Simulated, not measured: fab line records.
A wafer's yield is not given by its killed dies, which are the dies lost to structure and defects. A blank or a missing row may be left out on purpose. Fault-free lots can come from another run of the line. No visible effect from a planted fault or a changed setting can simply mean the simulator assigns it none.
Chamber matching ; flow n5 finfet ; N5_BEOL_M5_ETCH_68 on rie diel-04 has 4 sister chambers
The step etches SOC in N2/H2, target depth 80 nm, overetch 16 nm, time 120 s. 16 wafers are shown with their chamber, then 8 later ones without.

## WAFERS WITH THEIR CHAMBER
wafer;chamber;throttle valve pct (%);oes product au (a.u.);drypump motor current A (A)
L075.3;0;17.38;0.67;5.8
L075.4;1;17.92;0.56;5.7
L075.6;0;17.37;0.67;5.8
L077.2;0;17.38;0.67;5.8
L077.4;1;17.92;0.56;5.6
L077.6;0;17.38;0.67;5.8
L081.2;1;17.93;0.55;5.6
L081.5;0;17.39;0.66;5.7
L081.6;1;17.93;0.55;5.6
L084.4;1;17.94;0.55;5.6
L084.5;2;17.80;0.70;6.1
L084.6;3;17.67;0.64;5.7
L086.3;3;17.68;0.63;5.7
L086.4;1;17.94;0.55;5.6
L086.5;2;17.81;0.69;6.0
L088.2;3;17.70;0.62;5.7

SIGNATURES (averages over the wafers above)
reading;chamber 0;chamber 1;chamber 2;chamber 3;scatter within a chamber
throttle valve pct;17.3800;17.9300;17.8050;17.6833;0.00965
oes product au;0.6680;0.5533;0.6950;0.6300;0.00621
drypump motor current A;5.780;5.617;6.050;5.700;0.0422
Rule: distance of a wafer from a chamber = root of the sum over the readings of ((wafer's reading minus chamber's mean) / reading's scatter) squared. If the next closest chamber is less than 2 further off than the closest, the wafer can't be placed; otherwise it belongs to the closest. The scatter is the square root of a quotient: the sum, over the shown wafers, of each reading's squared deviation from its chamber's mean, divided by wafers minus chambers.

## WAFERS MISSING THEIR CHAMBER
wafer;throttle valve pct (%);oes product au (a.u.);drypump motor current A (A)
L088.3;17.41;0.64;5.7
L088.6;17.94;0.54;5.7
L092.3;17.83;0.67;6.1
L092.5;17.97;0.54;5.6
L092.6;17.42;0.64;5.8
L095.2;17.83;0.67;6.1
L095.4;17.45;0.63;5.7
L095.6;17.42;0.63;5.8

## EACH ONE'S CHAMBER
wafer;from the rows above;in truth
L088.3;0;0
L088.6;1;1
L092.3;2;2
L092.5;1;1
L092.6;0;0
L095.2;2;2
L095.4;0;0
L095.6;0;0
Correctly placed: 8 of 8. From these rows, 0 cannot be placed. 0 placed wrongly.
